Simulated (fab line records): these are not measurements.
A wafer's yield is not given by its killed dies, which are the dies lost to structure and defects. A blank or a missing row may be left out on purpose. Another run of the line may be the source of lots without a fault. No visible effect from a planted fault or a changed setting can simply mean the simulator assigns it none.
The tool behind it: which one? -- flow nand_harc -- 36 wafers from 12 lots sampled at 5 of the route's 1159 steps

== WHAT THE GAUGES READ, wafer by wafer ==
NHARC_END_SORT_01.
lot,measured,on,killed_at_array,killed_at_other,killed_at_periphery,killed_dies,killed_open,killed_short
L880,day 24 19:20,prober-02,41 50 38,0 0 0,15 6 8,56 56 46,1 3 1,3 2 4

== EACH LOT AND THE TOOL THAT RAN IT (in order: tool; ch and the chambers of the sampled wafers; start) ==
lot,NHARC_A_CONTACT_CVD_19,NHARC_A_BLC_SOFTBAKE_05,NHARC_A_BLC_ETCH_17,NHARC_A_BLC_ETCH_18
L859,"cvd_w-02 ch 0, day 17 17:00 or earlier","litho_track-01 ch 0, day 17 17:00","rie_diel-11 ch 0,2, no start","rie_diel-11 ch 0,2,3, no start"
L862,"cvd_w-01 ch 0,1, day 18 00:00 or earlier","litho_track-04 ch 0, day 18 00:00","rie_diel-11 ch 0,3, no start","rie_diel-11 ch 0,1,3, no start"
L866,"cvd_w-01 ch 0, day 18 23:00 or earlier","litho_track-06 ch 0, day 18 23:00","rie_diel-01 ch 1,2,3, no start","rie_diel-01 ch 2,3, no start"
L865,"cvd_w-01 ch 0,1, day 19 11:00 or earlier","litho_track-04 ch 0, day 19 11:00","rie_diel-01 ch 0,1, no start","rie_diel-01 ch 1,3, no start"
L867,"cvd_w-02 ch 0,1, day 19 13:00 or earlier","litho_track-04 ch 0, day 19 13:00","rie_diel-11 ch 0,2,3, no start","rie_diel-11 ch 0,1, no start"
L871,"cvd_w-01 ch 1, day 20 11:00 or earlier","litho_track-04 ch 0, day 20 11:00","rie_diel-13 ch 0,2,3, no start","rie_diel-13 ch 0,2,3, no start"
L875,"cvd_w-02 ch 0,1, day 21 06:00 or earlier","litho_track-01 ch 0, day 21 06:00","rie_diel-01 ch 1,2, no start","rie_diel-01 ch 2,3, no start"
L874,"cvd_w-01 ch 1, day 21 16:00 or earlier","litho_track-01 ch 0, day 21 16:00","rie_diel-11 ch 0,3, no start","rie_diel-11 ch 0,3, no start"
L876,"cvd_w-01 ch 0,1, day 21 23:00 or earlier","litho_track-01 ch 0, day 21 23:00","rie_diel-11 ch 1,3, no start","rie_diel-11 ch 0,2,3, no start"
L879,"cvd_w-01 ch 0,1, day 22 11:00 or earlier","litho_track-06 ch 0, day 22 11:00","rie_diel-01 ch 0,3, no start","rie_diel-01 ch 0,1,2, no start"
L880,"cvd_w-01 ch 0,1, day 22 19:00 or earlier","litho_track-01 ch 0, day 22 19:00","rie_diel-11 ch 0,3, day 24 19:20 or earlier","rie_diel-11 ch 0,1, day 24 19:20 or earlier"
L881,"cvd_w-01 ch 0,1, day 23 02:00 or earlier","litho_track-01 ch 0, day 23 02:00","rie_diel-01 ch 1,2,3, no start","rie_diel-01 ch 1,3, no start"
- NHARC_A_CONTACT_CVD_19: deposits W, target thk 300 nm, time 802 s.
- NHARC_A_BLC_SOFTBAKE_05: time 55 s.
- NHARC_A_BLC_ETCH_17: etches the open film in N2/H2, target depth 390 nm, time 609.38 s.
- NHARC_A_BLC_ETCH_18: etches the open film in C4F8/O2/Ar, target depth 910 nm.

== WHAT THE TOOLS THEMSELVES READ (means of the sampled wafers that have a number; where no wafer has one, the mark that the record gives instead) ==
NHARC_A_CONTACT_CVD_19.
lot,tool,heater_power_w (W),throttle_valve_pct (%)
L859,cvd_w-02,502,8.29
L862,cvd_w-01,590,7.96
L866,cvd_w-01,494,7.83
L865,cvd_w-01,543,8.06
L867,cvd_w-02,463,8.03
L871,cvd_w-01,651,8.14
L875,cvd_w-02,461,7.91
L874,cvd_w-01,640,7.77
L876,cvd_w-01,546,7.75
L879,cvd_w-01,594,7.75
L880,cvd_w-01,590,7.91
L881,cvd_w-01,589,7.83

NHARC_A_BLC_SOFTBAKE_05.
lot,tool,heater_power_total_W (W)
L859,litho_track-01,188.48
L862,litho_track-04,188.38
L866,litho_track-06,188.45
L865,litho_track-04,188.36
L867,litho_track-04,176.11
L871,litho_track-04,176.18
L875,litho_track-01,188.36
L874,litho_track-01,188.43
L876,litho_track-01,188.41
L879,litho_track-06,188.54
L880,litho_track-01,188.39
L881,litho_track-01,188.52

NHARC_A_BLC_ETCH_17.
lot,tool,chamber_pressure_mTorr (mTorr),drypump_motor_current_A (A),oes_product_au (a.u.),rf_vpp_V (V),showerhead_plenum_p_Torr (Torr),throttle_valve_pct (%)
L859,rie_diel-11,30.003,5.4,0.983,432.4,2.10,14.170
L862,rie_diel-11,30.021,6.0,1.009,432.8,2.12,14.176
L866,rie_diel-01,30.027,5.8,0.995,431.3,2.01,14.167
L865,rie_diel-01,30.015,5.3,1.003,427.4,1.93,14.174
L867,rie_diel-11,30.024,5.7,1.004,432.2,2.11,14.171
L871,rie_diel-13,29.995,5.8,0.991,432.2,2.12,14.172
L875,rie_diel-01,30.002,5.1,1.000,431.8,2.07,14.172
L874,rie_diel-11,29.989,6.0,1.001,432.2,2.12,14.170
L876,rie_diel-11,30.005,5.6,1.008,430.9,2.07,14.171
L879,rie_diel-01,30.026,5.7,1.005,427.1,1.91,14.174
L880,rie_diel-11,29.970,6.1,0.999,432.3,2.11,14.171
L881,rie_diel-01,30.011,5.7,1.004,430.3,2.01,14.179

NHARC_A_BLC_ETCH_18.
lot,tool,chamber_pressure_mTorr (mTorr),oes_product_au (a.u.),rf_vpp_V (V)
L859,rie_diel-11,25.005,0.957,983
L862,rie_diel-11,24.987,0.971,980
L866,rie_diel-01,24.994,0.960,976
L865,rie_diel-01,25.009,0.911,974
L867,rie_diel-11,24.986,0.961,978
L871,rie_diel-13,24.999,0.946,982
L875,rie_diel-01,24.983,0.918,974
L874,rie_diel-11,24.981,0.926,984
L876,rie_diel-11,25.016,0.965,982
L879,rie_diel-01,25.012,0.978,976
L880,rie_diel-11,24.975,0.922,980
L881,rie_diel-01,25.013,0.969,973

== THE ANSWER, worked out from the rows above alone ==
Rule: the usual values come from the lots themselves. Put in order of their means at a reading, lots are off if they are a third of the lots or fewer, leave a main group of 4 or more, and stand apart from it by a gap of 3 or more times the standard deviation of the main group's means; of several such gaps the widest counts. A main group whose means are all the same, to the digits that the tables above print for the reading, isn't used. A lot without any number at a reading at which 4 lots or more have one is off too. All remaining lots with rows at the step are treated as sound. Order of review: gauges by route order, followed by the tools' own readings, for which a lot's mean as printed above is used. The first step at which some lot is off is used, and at that step the reading that is off furthest; a lot without a number counts as furthest.
Off, at NHARC_A_BLC_SOFTBAKE_05 on heater_power_total_W: L867, L871. Mean 188.43 W and standard deviation 0.061 in the main group.
A tool fits if, at that step or a process step before it, it ran every lot that is off, and no sound lot after the first of them. NHARC_A_CONTACT_CVD_19 gives no start for some lots, so the hours and the order of its lots are those of NHARC_A_BLC_SOFTBAKE_05. One candidate fits, namely litho_track-04 at NHARC_A_BLC_SOFTBAKE_05. Its last sound lot is L865 (day 19 11:00), its first lot that is off L867 (day 19 13:00): a fault that began between those two fits.
On the lots that are off, the tool's own readings at NHARC_A_BLC_SOFTBAKE_05 differ by more than 5 times the standard deviation of the sound lots' means, which bears it out; heater_power_total_W reads 176.15 W there versus 188.43 W on the sound lots.

== WHAT HAD BEEN PUT IN BY THE SIMULATOR ==
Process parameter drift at NHARC_A_BLC_SOFTBAKE_05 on litho_track-04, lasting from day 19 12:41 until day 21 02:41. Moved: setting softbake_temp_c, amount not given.
Shown lots that were struck: L867, L871. The rule above reached the same finding.
